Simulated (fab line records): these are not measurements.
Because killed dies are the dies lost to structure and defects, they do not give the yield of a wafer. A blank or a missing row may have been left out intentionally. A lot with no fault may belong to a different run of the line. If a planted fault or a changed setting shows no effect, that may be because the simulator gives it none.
A single fault, viewed from 2 desks -- flow nandHarc -- what lay behind the numbers comes last; until then each desk has only its own

AT THE TOOL OWNER'S DESK: pecvdOnon-02
The tool's own readings at NHARC_A_ONON_D1_DEP_09 (target thk 1000 nm): means of the sampled wafers that have a number, for each lot that ran on this tool. The brackets show how far a lot's mean lies from the usual mean; more than 4 standard deviations puts the lot out of limits, marked OUT.
Columns: A = n2FlowSccm at NHARC_A_ONON_D1_DEP_09, usual 2748 sccm
lot,first seen here,A
L902,day 7 21:05,2744
L905,day 8 13:24,2743
L908,day 9 17:43,2755
L913,day 10 18:56,2745
L920,day 12 12:34,2744
L921,day 12 19:52,2750
L922,day 13 00:25,2756
This desk's finding: nothing out of limits on any of the 7 lots.

THE METROLOGY DESK
What the gauges read for every lot (on any tool): the sampled wafers with a number, averaged. The brackets show how far a lot's mean lies from the usual mean; more than 4 standard deviations puts the lot out of limits, marked OUT.
Columns: A = thkNm at NHARC_A_ONON_D1_THK_MEAS_02, usual 1001 nm; B = thkNm at NHARC_A_ONON_D1_THK_MEAS_11, usual 1005 nm
lot,first seen here,A,B
L902,day 7 19:54,996,1001
L900,day 7 19:57,1002,995
L901,day 8 02:36,1011,1023
L904,day 8 06:12,996,1005
L905,day 8 12:13,1002,999
L903,day 8 12:13,981,1022
L906,day 8 23:56,988,1020
L907,day 9 10:25,1014,1015
L908,day 9 16:32,997,1019
L913,day 10 17:41,997,1015
L915,day 10 17:42,1002,1009
L911,day 10 17:44,1013,999
L920,day 12 11:22,1009,921 (-7.0) OUT
L921,day 12 18:41,1016,898 (-8.9) OUT
L922,day 12 23:07,991,918 (-7.3) OUT
Finding of this desk: L920, L921, L922 out of limits; the first was L920 at day 12 13:06, on thkNm at NHARC_A_ONON_D1_THK_MEAS_11. L902, L900, L901, L904, L905, L903, L906, L907, L908, L913, L915, L911 stayed within limits.

BROUGHT TOGETHER
At day 12 13:06 the metrology desk could have sounded an alarm, on L920, L921, L922.
The tool owner's desk saw nothing out of limits.
Tool owner's desk: L920, L921, L922 on record, inside its limits.
The lots listed all ran NHARC_A_ONON_D1_DEP_09 on pecvdOnon-02.

WHAT WAS PUT IN BY THE SIMULATOR
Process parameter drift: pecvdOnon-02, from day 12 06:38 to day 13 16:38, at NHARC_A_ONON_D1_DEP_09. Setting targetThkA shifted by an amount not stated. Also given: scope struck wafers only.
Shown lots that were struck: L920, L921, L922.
Hours from the fault's start to each desk's first reading out of limits: the metrology desk, 6.
